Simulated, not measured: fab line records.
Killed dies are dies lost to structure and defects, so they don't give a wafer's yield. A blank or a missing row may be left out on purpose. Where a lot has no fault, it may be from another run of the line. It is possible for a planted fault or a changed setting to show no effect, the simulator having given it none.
fab line records | flow n5-finfet | part 1 of 2: steps 1 to 20 of 30
record lots=5 | wafers=15 | last-day=19
route steps=1938 shown SD_EPI_N@292 SD_EPI_P@295
lots untouched by any fault: they come from a run of this same line in which no faults occurred
start-h: start of the lot's first displayed wafer, in hours after the record's first day | wait-h: hours from the lot's prior step to this one | " as in the row above | L1.1+2: a row that stands for several wafers | - no value, or no start was given | * or withheld: withheld | < > ~ a bound
route shown NAME@n: a module of which the file shows steps, and the number in the route of the first | usual: mean/standard deviation of fault-free wafers | same: alike in all rows | chamber/n: place in a boat | sites: each site's reading | _std_site: the standard deviation of these | _edge_site: mean of outer sites minus mean of inner sites | radius-mm: how far each site lies from the wafer's centre | mask NAME#n: copy n | behind: the most recent tool/chamber to have shaped the wafer | hold: why the lot went on hold/how many hours it stayed there/how the hold came to an end | device: the n, p or np transistor that did not switch | end of line: the tests these same wafers got at the end of their route | for a step that has no rows: nothing shown but its recipe | killed: not the wafer's yield, but the dies lost to structure and defects at the first sort | map: a wafer's dies, marking killed ones x, the rest . and places with no die _
set.NAME: the setting that was run; set.NAME@STEP: the one run at that earlier step | model.NAME: the simulator's own value behind a step, which no gauge read
lots seen at some steps along the route; tables by step, rows by wafer
services: when a tool's chamber went out of use (start-h, in hours from the record's first day, below 0 if earlier), for how many hours, and the reason
## steps
# step N5_SD_EPI_N_PRECLEAN_49
# recipe chemistry=NF3:NH3 | afs-cycles=1 | temp-c=30 | time-s=20 | sublimation-temp-c=180 | sublimation-time-s=60 | pressure-torr=3 | rf-power-w=30
# same sublimation-time-s=60 | time-s=20
lot.wafer  | tool             | chamber | start-h | wait-h
L074.2+3+5 | remote-plasma-02 | 0       | 64.30   | 0.1
L080.1+3+6 | remote-plasma-02 | 1       | 88.50   | 0.0
L081.3+4+5 | remote-plasma-02 | 0       | 96.51   | 0.1
L090.1+3+5 | remote-plasma-02 | 1       | 150.77  | 0.0
L093.1+3+5 | remote-plasma-01 | 1       | 171.73  | 0.0
# step N5_SD_EPI_N_LINER_46
# recipe material=SiNx | target-thk-a=30 | temp-c=400 | ald-precursor-family=SiH2I2 | ald-co-reactant=N2/H2-plasma | pressure-torr=2
# usual heater-power-w=825/75
lot.wafer | tool       | chamber | start-h | wait-h | heater-power-w
L074.2    | ald-sin-02 | 1       | 64.51   | 0.2    | 804
L074.3    | "          | 0       | "       | "      | 736
L074.5    | "          | 2       | "       | "      | 741
L080.1    | ald-sin-03 | 3       | 88.70   | 0.2    | 882
L080.3    | "          | 0       | "       | "      | 928
L080.6    | "          | 0       | "       | "      | 915
L081.3    | ald-sin-02 | 2       | 96.66   | 0.1    | 750
L081.4    | "          | 1       | "       | "      | 801
L081.5    | "          | 1       | "       | "      | 814
L090.1    | ald-sin-02 | 2       | 150.97  | 0.2    | 736
L090.3    | "          | 3       | "       | "      | 923
L090.5    | "          | 1       | "       | "      | 846
L093.1    | ald-sin-02 | 3       | 171.93  | 0.2    | 914
L093.3    | "          | 1       | "       | "      | 844
L093.5    | "          | 1       | "       | "      | 821
# step N5_SD_EPI_N_INSPECT_26
# recipe inspect-instrument=darkfield | mode=post-epi
# usual raw-defect-count=201/35
lot.wafer | tool              | chamber | start-h | wait-h | raw-defect-count
L074.2    | defect-inspect-01 | -       | 64.76   | 0.1    | 237
L074.3    | "                 | -       | "       | "      | 176
L074.5    | "                 | -       | "       | "      | 240
L080.1    | defect-inspect-02 | -       | 88.95   | 0.1    | 240
L080.3    | "                 | -       | "       | "      | 222
L080.6    | "                 | -       | "       | "      | 271
L081.3    | defect-inspect-01 | -       | 96.91   | 0.1    | 229
L081.4    | "                 | -       | "       | "      | 223
L081.5    | "                 | -       | "       | "      | 190
L090.1    | defect-inspect-02 | -       | 151.22  | 0.1    | 244
L090.3    | "                 | -       | "       | "      | 204
L090.5    | "                 | -       | "       | "      | 189
L093.1    | defect-inspect-01 | -       | 172.18  | 0.1    | 201
L093.3    | "                 | -       | "       | "      | 193
L093.5    | "                 | -       | "       | "      | 203
# step N5_SD_EPI_P_COAT_34
# recipe resist=SOC | temp-c=250 | time-s=60 | spin-rpm=1500 | resist-thk-nm=350
# usual dispense-pressure-kPa=49/5.1 | spin-speed-rpm=1500.1/0.92
# same time-s=60
lot.wafer | tool           | chamber | start-h | wait-h | dispense-pressure-kPa | spin-speed-rpm
L074.2    | litho-track-05 | 0       | 64.79   | 0.0    | 43                    | 1501.0
L074.3    | "              | 0       | "       | "      | 43                    | 1502.0
L074.5    | "              | 0       | "       | "      | 43                    | 1501.2
L080.1    | litho-track-01 | 0       | 88.98   | 0.0    | 49                    | 1500.8
L080.3    | "              | 0       | "       | "      | 49                    | 1499.3
L080.6    | "              | 0       | "       | "      | 49                    | 1499.3
L081.3    | litho-track-05 | 0       | 96.94   | 0.0    | 43                    | 1500.5
L081.4    | "              | 0       | "       | "      | 43                    | 1500.7
L081.5    | "              | 0       | "       | "      | 43                    | 1501.1
L090.1    | litho-track-05 | 0       | 151.25  | 0.0    | 43                    | 1500.1
L090.3    | "              | 0       | "       | "      | 43                    | 1499.8
L090.5    | "              | 0       | "       | "      | 43                    | 1499.5
L093.1    | litho-track-05 | 0       | 172.21  | 0.0    | 43                    | 1500.1
L093.3    | "              | 0       | "       | "      | 43                    | 1501.7
L093.5    | "              | 0       | "       | "      | 43                    | 1500.1
# step N5_SD_EPI_P_COAT_35
# recipe resist=SiARC | temp-c=220 | time-s=60 | spin-rpm=1500 | resist-thk-nm=35
# usual dispense-pressure-kPa=49/5.1 | spin-speed-rpm=1499.9/0.88
# same time-s=60
lot.wafer | tool           | chamber | start-h | wait-h | dispense-pressure-kPa | spin-speed-rpm
L074.2    | litho-track-05 | 0       | -       | -      | 43                    | 1498.6
L074.3    | "              | 0       | "       | "      | 43                    | 1498.5
L074.5    | "              | 0       | "       | "      | 43                    | 1499.7
L080.1    | litho-track-01 | 0       | -       | -      | 49                    | 1500.5
L080.3    | "              | 0       | "       | "      | 49                    | 1499.2
L080.6    | "              | 0       | "       | "      | 49                    | 1500.2
L081.3    | litho-track-05 | 0       | -       | -      | 43                    | 1498.2
L081.4    | "              | 0       | "       | "      | 43                    | 1500.5
L081.5    | "              | 0       | "       | "      | 43                    | 1497.7
L090.1    | litho-track-05 | 0       | -       | -      | 43                    | 1500.1
L090.3    | "              | 0       | "       | "      | 43                    | 1500.2
L090.5    | "              | 0       | "       | "      | 43                    | 1501.8
L093.1    | litho-track-05 | 0       | -       | -      | 43                    | 1499.1
L093.3    | "              | 0       | "       | "      | 43                    | 1499.3
L093.5    | "              | 0       | "       | "      | 43                    | 1499.0
# step N5_SD_EPI_P_COAT_03
# recipe resist=CAR-ArF-block | spin-rpm=1500 | resist-thk-nm=150
# usual dispense-pressure-kPa=49/5.1 | spin-speed-rpm=1499.8/0.81
lot.wafer | tool           | chamber | start-h | wait-h | dispense-pressure-kPa | spin-speed-rpm
L074.2    | litho-track-05 | 0       | -       | -      | 43                    | 1499.4
L074.3    | "              | 0       | "       | "      | 43                    | 1499.6
L074.5    | "              | 0       | "       | "      | 43                    | 1499.4
L080.1    | litho-track-01 | 0       | -       | -      | 49                    | 1501.8
L080.3    | "              | 0       | "       | "      | 49                    | 1501.2
L080.6    | "              | 0       | "       | "      | 49                    | 1501.4
L081.3    | litho-track-05 | 0       | -       | -      | 43                    | 1499.8
L081.4    | "              | 0       | "       | "      | 43                    | 1499.5
L081.5    | "              | 0       | "       | "      | 43                    | 1498.2
L090.1    | litho-track-05 | 0       | -       | -      | 43                    | 1501.0
L090.3    | "              | 0       | "       | "      | 43                    | 1501.0
L090.5    | "              | 0       | "       | "      | 43                    | 1499.7
L093.1    | litho-track-05 | 0       | -       | -      | 43                    | 1499.9
L093.3    | "              | 0       | "       | "      | 43                    | 1500.0
L093.5    | "              | 0       | "       | "      | 43                    | 1500.8
# step N5_SD_EPI_P_EBR_05
# recipe solvent=PGMEA | ebr-width-mm=1.5
# same ebr-width-mm=1.5
lot.wafer  | tool           | chamber | start-h | wait-h
L074.2+3+5 | litho-track-05 | 0       | -       | -
L080.1+3+6 | litho-track-01 | 0       | -       | -
L081.3+4+5 | litho-track-05 | 0       | -       | -
L090.1+3+5 | litho-track-05 | 0       | -       | -
L093.1+3+5 | litho-track-05 | 0       | -       | -
# step N5_SD_EPI_P_SOFTBAKE_04
# recipe temp-c=110 | time-s=60 | resist=CAR-ArF-block
# same time-s=60
lot.wafer  | tool           | chamber | start-h | wait-h
L074.2+3+5 | litho-track-05 | 0       | -       | -
L080.1+3+6 | litho-track-01 | 0       | -       | -
L081.3+4+5 | litho-track-05 | 0       | -       | -
L090.1+3+5 | litho-track-05 | 0       | -       | -
L093.1+3+5 | litho-track-05 | 0       | -       | -
# step N5_SD_EPI_P_EXPOSE_06
# recipe mask-id=SD_P_BLK | na=1.35 | source-shape=conventional | sigma-outer=0.8 | polarization=unpolarized | target-cd-nm=240 | dose-mj=39.5
# same sigma-outer=0.8
lot.wafer  | tool            | chamber | start-h | wait-h | mask
L074.2+3+5 | arfi-scanner-03 | 0       | 65.04   | -      | SD_P_BLK#0
L080.1+3+6 | arfi-scanner-03 | 0       | 89.23   | -      | SD_P_BLK#0
L081.3+4+5 | arfi-scanner-01 | 0       | 97.20   | -      | SD_P_BLK#0
L090.1+3+5 | arfi-scanner-03 | 0       | 151.68  | -      | SD_P_BLK#0
L093.1+3+5 | arfi-scanner-01 | 0       | 172.33  | -      | SD_P_BLK#0
# step N5_SD_EPI_P_PEB_07
# recipe peb-temp-c=110 | peb-time-s=60 | resist=CAR-ArF-block
lot.wafer  | tool           | chamber | start-h | wait-h
L074.2+3+5 | litho-track-01 | 0       | 65.10   | 0.0
L080.1+3+6 | litho-track-04 | 0       | 89.28   | 0.1
L081.3+4+5 | litho-track-01 | 0       | 97.24   | 0.0
L090.1+3+5 | litho-track-05 | 0       | 151.74  | 0.1
L093.1+3+5 | litho-track-01 | 0       | 172.39  | 0.1
# step N5_SD_EPI_P_DEVELOP_08
# recipe develop-time-s=30 | developer=TMAH | resist=CAR-ArF-block | dev-temp-c=23 | rinse-liquid=diw | dry=air-spin
# same develop-time-s=30
lot.wafer  | tool           | chamber | start-h | wait-h
L074.2+3+5 | litho-track-01 | 0       | -       | -
L080.1+3+6 | litho-track-04 | 0       | -       | -
L081.3+4+5 | litho-track-01 | 0       | -       | -
L090.1+3+5 | litho-track-05 | 0       | -       | -
L093.1+3+5 | litho-track-01 | 0       | -       | -
# step N5_SD_EPI_P_CD_MEAS_09
# recipe target-cd-nm=240 | landing-energy-ev=500 | detector=se-inlens
# usual cd-nm=240.8/0.99
lot.wafer | tool      | chamber | start-h | wait-h | cd-nm
L074.2    | cd-sem-01 | 0       | 65.16   | -      | 240.5
L074.3    | "         | 0       | "       | "      | 242.0
L074.5    | "         | 0       | "       | "      | 239.7
L080.1    | cd-sem-02 | 0       | 89.35   | -      | 239.0
L080.3    | "         | 0       | "       | "      | 240.7
L080.6    | "         | 0       | "       | "      | 239.1
L081.3    | cd-sem-01 | 0       | 97.31   | -      | 241.8
L081.4    | "         | 0       | "       | "      | 241.3
L081.5    | "         | 0       | "       | "      | 240.2
L090.1    | cd-sem-01 | 0       | 151.80  | -      | 240.0
L090.3    | "         | 0       | "       | "      | 240.6
L090.5    | "         | 0       | "       | "      | 240.1
L093.1    | cd-sem-01 | 0       | 172.45  | -      | 240.3
L093.3    | "         | 0       | "       | "      | 240.2
L093.5    | "         | 0       | "       | "      | 239.2
# step N5_SD_EPI_P_OVL_MEAS_10
# recipe points-per-wafer=44
# usual SD_P_BLK_OVL=0.1/0.84
lot.wafer | tool       | chamber | start-h | wait-h | SD_P_BLK_OVL[nm]
L074.2    | overlay-01 | 0       | 65.19   | 0.0    | 2.0
L074.3    | "          | 0       | "       | "      | 1.1
L074.5    | "          | 0       | "       | "      | 0.1
L080.1    | overlay-01 | 0       | 89.38   | 0.0    | 1.2
L080.3    | "          | 0       | "       | "      | 0.5
L080.6    | "          | 0       | "       | "      | 1.2
L081.3    | overlay-02 | 0       | 97.34   | 0.0    | -0.8
L081.4    | "          | 0       | "       | "      | -0.5
L081.5    | "          | 0       | "       | "      | -1.2
L090.1    | overlay-02 | 0       | 151.83  | 0.0    | 0.3
L090.3    | "          | 0       | "       | "      | -0.4
L090.5    | "          | 0       | "       | "      | 0.3
L093.1    | overlay-01 | 0       | 172.48  | 0.0    | -0.8
L093.3    | "          | 0       | "       | "      | -0.4
L093.5    | "          | 0       | "       | "      | -0.7
# step N5_SD_EPI_P_INSPECT_11
# recipe mode=adi | inspect-instrument=macro
# usual raw-defect-count=2.0/1.3
lot.wafer | tool              | chamber | start-h | wait-h | raw-defect-count
L074.2    | defect-inspect-01 | -       | 65.22   | 0.0    | 2
L074.3    | "                 | -       | "       | "      | 5
L074.5    | "                 | -       | "       | "      | 2
L080.1    | defect-inspect-02 | -       | 89.40   | 0.0    | 3
L080.3    | "                 | -       | "       | "      | 0
L080.6    | "                 | -       | "       | "      | 1
L081.3    | defect-inspect-02 | -       | 97.36   | 0.0    | 1
L081.4    | "                 | -       | "       | "      | 2
L081.5    | "                 | -       | "       | "      | 0
L090.1    | defect-inspect-01 | -       | 151.86  | 0.0    | 2
L090.3    | "                 | -       | "       | "      | 3
L090.5    | "                 | -       | "       | "      | 0
L093.1    | defect-inspect-01 | -       | 172.51  | 0.0    | 3
L093.3    | "                 | -       | "       | "      | 0
L093.5    | "                 | -       | "       | "      | 1
# step N5_SD_EPI_P_DESCUM_14
# recipe chemistry=O2 | time-s=7.9 | source-power-w=50 | bias-power-w=20 | pressure-mtorr=20 | rf-frequency-hz=2.712e+07 | temp-c=40 | resist=CAR-ArF-block | o2-flow-sccm=225
# usual bias-power-w=20.00/0.057 | drypump-motor-current-A=5.6/0.32 | oes-product-au=0.74/0.071 | rf-fwd-power-W=49.42/0.21 | rf-vpp-V=242.9/1.4 | showerhead-plenum-p-Torr=2.07/0.068 | throttle-valve-pct=20.46/0.23
# same time-s=7.9
lot.wafer | tool        | chamber | start-h | wait-h | bias-power-w | drypump-motor-current-A | oes-product-au | rf-fwd-power-W | rf-hours-counter-h | rf-vpp-V | showerhead-plenum-p-Torr | throttle-valve-pct
L074.2    | rie-diel-04 | 3       | 65.85   | 0.6    | 20.04        | 5.6                     | 0.69           | 48.91          | 206                | 242.2    | 2.07                     | 20.57
L074.3    | "           | 1       | "       | "      | 19.93        | 6.3                     | 0.72           | 49.41          | 198                | 241.6    | 1.99                     | 20.53
L074.5    | "           | 2       | "       | "      | 19.95        | 5.2                     | 0.75           | 49.45          | -                  | 246.4    | 2.20                     | 20.50
L080.1    | rie-diel-02 | 2       | 89.44   | 0.0    | 20.04        | 5.5                     | 0.73           | 49.37          | 200                | 242.2    | 2.07                     | 20.26
L080.3    | "           | 3       | "       | "      | 19.96        | 5.7                     | 0.74           | 49.31          | 187                | 242.9    | 2.08                     | 20.65
L080.6    | "           | 3       | "       | "      | 19.99        | 5.7                     | 0.75           | 48.99          | -                  | 243.8    | 2.08                     | 20.67
L081.3    | rie-diel-04 | 3       | 97.41   | 0.1    | 20.02        | 5.7                     | 0.69           | 49.09          | 217                | 242.9    | 2.07                     | 20.58
L081.4    | "           | 3       | "       | "      | 20.10        | 5.6                     | 0.69           | 48.94          | -                  | 242.1    | 2.07                     | 20.58
L081.5    | "           | 1       | "       | "      | 20.06        | 6.3                     | 0.70           | 49.60          | -                  | 241.5    | 1.99                     | 20.56
L090.1    | rie-diel-04 | 0       | 151.89  | 0.0    | 19.97        | 5.8                     | 0.99           | 49.58          | 5                  | 244.1    | 2.08                     | 20.27
L090.3    | "           | 1       | "       | "      | 19.99        | 6.3                     | 0.70           | 49.40          | 218                | 241.3    | 1.98                     | 20.57
L090.5    | "           | 0       | "       | "      | 19.98        | 5.8                     | 0.98           | 49.37          | -                  | 242.6    | 2.08                     | 20.26
L093.1    | rie-diel-06 | 1       | 172.82  | 0.3    | 19.95        | 5.7                     | 0.73           | 49.46          | 201                | 240.3    | 1.99                     | 20.32
L093.3    | "           | 2       | "       | "      | 19.95        | 5.2                     | 0.71           | 49.45          | 216                | 245.3    | 2.17                     | 20.52
L093.5    | "           | 2       | "       | "      | 20.03        | 5.2                     | 0.70           | 49.24          | -                  | 243.0    | 2.17                     | 20.49
# step N5_SD_EPI_P_ETCH_36
# recipe chemistry=CF4 | target=SiARC | target-depth-a=455 | mask-material=CAR-ArF-block | time-s=75.8 | ion-energy-ev=80 | pressure-mtorr=40 | source-w=545 | bias-w=36 | Ar_flow_sccm=100 | cf4-flow-sccm=100 | ends=cleared
# usual drypump-motor-current-A=5.6/0.32 | etch-rf-on-time-s=76.4/2.3 | oes-product-au=0.63/0.059 | rf-fwd-power-W=539.8/2.3 | rf-vpp-V=183.9/1.1 | showerhead-plenum-p-Torr=2.12/0.063 | throttle-valve-pct=15.64/0.19
lot.wafer | tool        | chamber | start-h | wait-h | drypump-motor-current-A | etch-rf-on-time-s | oes-product-au | rf-fwd-power-W | rf-hours-counter-h | rf-vpp-V | showerhead-plenum-p-Torr | throttle-valve-pct
L074.2    | rie-diel-04 | 3       | 65.89   | 0.0    | 5.6                     | 72.8              | 0.61           | 535.4          | 206                | 183.8    | 2.11                     | 15.73
L074.3    | "           | 1       | "       | "      | 6.2                     | 74.7              | 0.62           | 539.2          | 198                | 181.8    | 2.05                     | 15.74
L074.5    | "           | 2       | "       | "      | 5.2                     | 78.7              | 0.64           | 539.4          | -                  | 185.0    | 2.23                     | 15.62
L080.1    | rie-diel-02 | 2       | 89.47   | 0.0    | 5.5                     | 78.5              | 0.61           | 539.4          | 200                | 184.0    | 2.12                     | 15.51
L080.3    | "           | 3       | "       | "      | 5.7                     | 76.2              | 0.64           | 536.1          | 187                | 183.4    | 2.12                     | 15.80
L080.6    | "           | 3       | "       | "      | 5.7                     | 76.4              | 0.63           | 534.7          | -                  | 184.3    | 2.12                     | 15.80
L081.3    | rie-diel-04 | 3       | 97.45   | 0.0    | 5.7                     | 73.2              | 0.60           | 534.5          | 217                | 184.7    | 2.10                     | 15.75
L081.4    | "           | 3       | "       | "      | 5.6                     | 72.8              | 0.60           | 534.0          | -                  | 183.9    | 2.10                     | 15.74
L081.5    | "           | 1       | "       | "      | 6.3                     | 75.1              | 0.61           | 541.4          | -                  | 183.6    | 2.04                     | 15.76
L090.1    | rie-diel-04 | 0       | 151.93  | 0.0    | 5.8                     | 73.4              | 0.84           | 538.6          | 5                  | 184.4    | 2.11                     | 15.26
L090.3    | "           | 1       | "       | "      | 6.3                     | 75.1              | 0.60           | 544.0          | 218                | 181.3    | 2.04                     | 15.77
L090.5    | "           | 0       | "       | "      | 5.8                     | 73.6              | 0.83           | 540.7          | -                  | 183.7    | 2.11                     | 15.25
L093.1    | rie-diel-06 | 1       | 172.85  | 0.0    | 5.7                     | 73.1              | 0.64           | 541.0          | 201                | 182.8    | 2.05                     | 15.60
L093.3    | "           | 2       | "       | "      | 5.2                     | 75.6              | 0.61           | 538.7          | 216                | 185.7    | 2.20                     | 15.69
L093.5    | "           | 2       | "       | "      | 5.2                     | 75.9              | 0.60           | 539.1          | -                  | 184.5    | 2.21                     | 15.70
# step N5_SD_EPI_P_ETCH_37
# recipe chemistry=N2/H2 | target=SOC | overetch-a=1080 | mask-material=SiARC | temp-c=40 | ion-energy-ev=100 | source-w=3000 | bias-w=133 | pressure-mtorr=20 | time-s=486 | n2-flow-sccm=200 | h2-flow-sccm=200 | ends=end-point
# usual drypump-motor-current-A=5.6/0.32 | n2-flow-sccm=200.0/0.58 | oes-product-au=0.67/0.06 | rf-fwd-power-W=2996/9.6 | rf-vpp-V=240.4/1.4 | showerhead-plenum-p-Torr=2.52/0.082 | throttle-valve-pct=23.89/0.25
lot.wafer | tool        | chamber | start-h | wait-h | drypump-motor-current-A | n2-flow-sccm | oes-product-au | rf-fwd-power-W | rf-hours-counter-h | rf-vpp-V | showerhead-plenum-p-Torr | throttle-valve-pct
L074.2    | rie-diel-04 | 3       | 65.94   | 0.0    | 5.6                     | 199.5        | 0.63           | 2986           | 206                | 240.2    | 2.52                     | 24.05
L074.3    | "           | 1       | "       | "      | 6.3                     | 199.9        | 0.64           | 3001           | 198                | 239.8    | 2.42                     | 24.21
L074.5    | "           | 2       | "       | "      | 5.2                     | 199.6        | 0.69           | 2996           | -                  | 241.5    | 2.67                     | 24.10
L080.1    | rie-diel-02 | 2       | 89.53   | 0.0    | 5.5                     | 201.0        | 0.66           | 3000           | 200                | 241.7    | 2.52                     | 23.59
L080.3    | "           | 3       | "       | "      | 5.7                     | 200.1        | 0.66           | 3000           | 187                | 240.3    | 2.52                     | 24.16
L080.6    | "           | 3       | "       | "      | 5.7                     | 200.1        | 0.66           | 2975           | -                  | 240.9    | 2.52                     | 24.18
L081.3    | rie-diel-04 | 3       | 97.51   | 0.0    | 5.7                     | 199.6        | 0.62           | 2988           | 217                | 239.1    | 2.51                     | 24.06
L081.4    | "           | 3       | "       | "      | 5.7                     | 199.6        | 0.61           | 2996           | -                  | 240.2    | 2.51                     | 24.05
L081.5    | "           | 1       | "       | "      | 6.3                     | 200.9        | 0.64           | 2993           | -                  | 239.0    | 2.41                     | 24.23
L090.1    | rie-diel-04 | 0       | 151.98  | 0.0    | 5.8                     | 200.3        | 0.87           | 2995           | 5                  | 239.4    | 2.50                     | 23.62
L090.3    | "           | 1       | "       | "      | 6.3                     | 199.6        | 0.63           | 2994           | 218                | 238.9    | 2.41                     | 24.22
L090.5    | "           | 0       | "       | "      | 5.8                     | 201.3        | 0.86           | 2988           | -                  | 239.6    | 2.50                     | 23.60
L093.1    | rie-diel-06 | 1       | 172.91  | 0.0    | 5.7                     | 199.6        | 0.65           | 3005           | 201                | 237.7    | 2.40                     | 23.51
L093.3    | "           | 2       | "       | "      | 5.2                     | 199.5        | 0.63           | 3001           | 216                | 242.4    | 2.63                     | 23.94
L093.5    | "           | 2       | "       | "      | 5.2                     | 200.0        | 0.64           | 2999           | -                  | 243.2    | 2.63                     | 23.94
# step N5_SD_EPI_P_STRIP_38
# recipe chemistry=N2/H2 | temp-c=40 | n2-flow-sccm=200 | h2-flow-sccm=200 | rf-frequency-hz=6e+07
lot.wafer  | tool        | chamber | start-h | wait-h
L074.2+3+5 | rie-diel-04 | 3,1,2   | 66.26   | 0.2
L080.1+3+6 | rie-diel-02 | 2,3,3   | 89.84   | 0.2
L081.3+4+5 | rie-diel-04 | 3,3,1   | 97.82   | 0.2
L090.1+3+5 | rie-diel-04 | 0,1,0   | 152.30  | 0.2
L093.1+3+5 | rie-diel-06 | 1,2,2   | 173.22  | 0.2
# step N5_SD_EPI_P_ETCHBACK_46
# recipe chemistry=CH3F/O2 | mode=anisotropic-etchback | target=SiNx | target-depth-a=175 | stop-on=SiO2 | over-etch-frac=0.3 | ion-energy-ev=120 | pressure-mtorr=30 | source-w=395 | bias-w=73 | Ar_flow_sccm=150 | CH3F_flow_sccm=30 | O2_flow_sccm=20
# usual drypump-motor-current-A=5.6/0.32 | oes_o_777_au=0.75/0.069 | oes-product-au=0.64/0.057 | rf-fwd-power-W=393.6/1.1 | rf-vpp-V=298/6.7 | showerhead-plenum-p-Torr=1.98/0.063 | throttle-valve-pct=16.40/0.19
lot.wafer | tool        | chamber | start-h | wait-h | drypump-motor-current-A | oes_o_777_au | oes-product-au | rf-fwd-power-W | rf-hours-counter-h | rf-vpp-V | showerhead-plenum-p-Torr | throttle-valve-pct
L074.2    | rie-diel-04 | 3       | 66.27   | 0.0    | 5.7                     | 0.72         | 0.59           | 392.9          | 206                | 291      | 1.96                     | 16.44
L074.3    | "           | 1       | "       | "      | 6.2                     | 0.74         | 0.61           | 393.8          | 198                | 290      | 1.92                     | 16.54
L074.5    | "           | 2       | "       | "      | 5.2                     | 0.75         | 0.66           | 392.8          | -                  | 304      | 2.11                     | 16.45
L080.1    | rie-diel-02 | 2       | 89.85   | 0.0    | 5.5                     | 0.72         | 0.64           | 393.8          | 200                | 308      | 1.99                     | 16.28
L080.3    | "           | 3       | "       | "      | 5.7                     | 0.74         | 0.63           | 395.0          | 187                | 287      | 1.97                     | 16.50
L080.6    | "           | 3       | "       | "      | 5.7                     | 0.74         | 0.63           | 391.5          | -                  | 289      | 1.97                     | 16.52
L081.3    | rie-diel-04 | 3       | 97.83   | 0.0    | 5.6                     | 0.71         | 0.59           | 392.8          | 218                | 292      | 1.96                     | 16.45
L081.4    | "           | 3       | "       | "      | 5.7                     | 0.72         | 0.59           | 394.5          | -                  | 293      | 1.96                     | 16.46
L081.5    | "           | 1       | "       | "      | 6.2                     | 0.73         | 0.61           | 392.8          | -                  | 291      | 1.91                     | 16.57
L090.1    | rie-diel-04 | 0       | 152.31  | 0.0    | 5.8                     | 1.00         | 0.83           | 392.7          | 5                  | 288      | 1.98                     | 16.01
L090.3    | "           | 1       | "       | "      | 6.2                     | 0.72         | 0.60           | 393.7          | 218                | 291      | 1.91                     | 16.57
L090.5    | "           | 0       | "       | "      | 5.8                     | 0.99         | 0.83           | 392.0          | -                  | 291      | 1.98                     | 16.03
L093.1    | rie-diel-06 | 1       | 173.23  | 0.0    | 5.7                     | 0.75         | 0.63           | 393.1          | 201                | 299      | 1.92                     | 16.37
L093.3    | "           | 2       | "       | "      | 5.2                     | 0.72         | 0.62           | 394.4          | 216                | 301      | 2.06                     | 16.42
L093.5    | "           | 2       | "       | "      | 5.2                     | 0.72         | 0.60           | 394.1          | -                  | 302      | 2.06                     | 16.45
# step N5_SD_EPI_P_ETCH_47
# recipe chemistry=CH3F/O2 | target=SiOCN | target-depth-a=250 | mask-material=SOC | ion-energy-ev=60 | bias-w=29 | pressure-mtorr=30 | source-w=410 | Ar_flow_sccm=150 | CH3F_flow_sccm=30 | O2_flow_sccm=20
# usual drypump-motor-current-A=5.6/0.32 | oes_o_777_au=0.75/0.07 | oes-product-au=0.74/0.069 | rf-fwd-power-W=408.3/1.3 | rf-vpp-V=127.6/2.8 | showerhead-plenum-p-Torr=1.98/0.063 | throttle-valve-pct=16.38/0.19
lot.wafer | tool        | chamber | start-h | wait-h | drypump-motor-current-A | oes_o_777_au | oes-product-au | rf-fwd-power-W | rf-hours-counter-h | rf-vpp-V | showerhead-plenum-p-Torr | throttle-valve-pct
L074.2    | rie-diel-04 | 3       | 66.37   | 0.1    | 5.7                     | 0.72         | 0.70           | 407.0          | 206                | 124.1    | 1.96                     | 16.42
L074.3    | "           | 1       | "       | "      | 6.2                     | 0.74         | 0.71           | 407.4          | 198                | 126.6    | 1.92                     | 16.51
L074.5    | "           | 2       | "       | "      | 5.2                     | 0.76         | 0.76           | 409.0          | -                  | 130.8    | 2.11                     | 16.43
L080.1    | rie-diel-02 | 2       | 89.95   | 0.1    | 5.5                     | 0.71         | 0.74           | 412.6          | 200                | 130.2    | 1.99                     | 16.25
L080.3    | "           | 3       | "       | "      | 5.7                     | 0.74         | 0.73           | 408.3          | 187                | 125.0    | 1.97                     | 16.50
L080.6    | "           | 3       | "       | "      | 5.7                     | 0.73         | 0.73           | 407.3          | -                  | 122.0    | 1.97                     | 16.48
L081.3    | rie-diel-04 | 3       | 97.93   | 0.1    | 5.6                     | 0.71         | 0.70           | 408.9          | 218                | 125.2    | 1.96                     | 16.43
L081.4    | "           | 3       | "       | "      | 5.7                     | 0.72         | 0.69           | 407.4          | -                  | 125.1    | 1.96                     | 16.45
L081.5    | "           | 1       | "       | "      | 6.3                     | 0.72         | 0.71           | 409.3          | -                  | 124.9    | 1.91                     | 16.53
L090.1    | rie-diel-04 | 0       | 152.41  | 0.1    | 5.8                     | 1.00         | 0.97           | 406.6          | 5                  | 124.9    | 1.98                     | 16.01
L090.3    | "           | 1       | "       | "      | 6.3                     | 0.72         | 0.70           | 410.4          | 218                | 124.8    | 1.91                     | 16.56
L090.5    | "           | 0       | "       | "      | 5.8                     | 1.00         | 0.97           | 407.6          | -                  | 123.3    | 1.98                     | 16.00
L093.1    | rie-diel-06 | 1       | 173.33  | 0.1    | 5.6                     | 0.76         | 0.74           | 407.8          | 201                | 126.9    | 1.92                     | 16.34
L093.3    | "           | 2       | "       | "      | 5.2                     | 0.72         | 0.72           | 407.9          | 216                | 130.1    | 2.06                     | 16.41
L093.5    | "           | 2       | "       | "      | 5.2                     | 0.72         | 0.71           | 406.4          | -                  | 130.6    | 2.06                     | 16.41
